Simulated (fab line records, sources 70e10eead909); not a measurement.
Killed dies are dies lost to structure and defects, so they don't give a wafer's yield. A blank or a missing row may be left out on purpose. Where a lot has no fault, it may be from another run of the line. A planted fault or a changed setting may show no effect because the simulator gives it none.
Matching of chambers    flow nand_harc    NHARC_A_CONTACT_DESCUM_47 on rie_diel-08: 4 sister chambers
The step chemistry O2, time 3 s. 16 wafers are shown with their chamber, then 8 later ones without.

## EACH WAFER AND ITS CHAMBER
wafer   chamber  showerhead_plenum_p_Torr (Torr)  oes_product_au (a.u.)  throttle_valve_pct (%)
L077.1  1        1.86                             1.003                  11.316
L077.5  1        1.86                             1.002                  11.301
L077.6  2        2.07                             0.990                  11.321
L077.2  0        1.94                             0.987                  11.304
L077.3  2        2.07                             0.990                  11.317
L077.4  3        1.97                             0.998                  11.311
L081.3  0        1.94                             0.984                  11.301
L081.4  3        1.96                             0.992                  11.317
L081.6  0        1.94                             0.991                  11.306
L083.1  3        1.96                             0.998                  11.316
L083.2  1        1.85                             1.010                  11.317
L083.5  2        2.06                             0.987                  11.300
L086.2  2        2.06                             0.993                  11.312
L086.3  1        1.85                             0.993                  11.309
L086.4  3        1.96                             1.000                  11.313
L090.2  0        1.93                             1.007                  11.308

SIGNATURES (means of the wafers above)
reading                   chamber 0  chamber 1  chamber 2  chamber 3  scatter within a chamber
showerhead_plenum_p_Torr  1.9375     1.8550     2.0650     1.9625     0.0054
oes_product_au            0.99225    1.00200    0.99000    0.99700    0.00655
throttle_valve_pct        11.30475   11.31075   11.31250   11.31425   0.00621
Rule: for each reading, subtract the chamber's mean from the wafer's reading, divide by that reading's scatter and square the result; add these up over the readings and take the root, which gives the wafer's distance from the chamber. If the next closest chamber is less than 2 further off than the closest, the wafer can't be placed; otherwise it belongs to the closest. How the scatter is found: for the shown wafers, subtract from each reading the mean of its chamber, square and add these, divide the total by (wafers less chambers), then take the root.

## WAFERS WITH NO CHAMBER GIVEN
wafer   showerhead_plenum_p_Torr (Torr)  oes_product_au (a.u.)  throttle_valve_pct (%)
L090.3  2.05                             0.991                  11.319
L090.6  2.05                             0.997                  11.303
L095.1  2.05                             1.000                  11.315
L095.4  1.93                             0.990                  11.310
L095.6  2.05                             1.005                  11.300
L095.2  1.84                             1.012                  11.312
L095.3  1.95                             1.007                  11.315
L095.5  1.95                             1.003                  11.304

## CHAMBER TAKEN BY EACH
wafer   from the rows above      in truth
L090.3  2                        2
L090.6  2                        2
L095.1  2                        2
L095.4  0                        0
L095.6  2                        2
L095.2  1                        1
L095.3  can't be placed: 3 or 0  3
L095.5  can't be placed: 0 or 3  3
Correctly placed: 6 of 8. Can't be placed from these rows: 2 (the true chamber is among the candidates in 2). Number placed wrongly: 0.
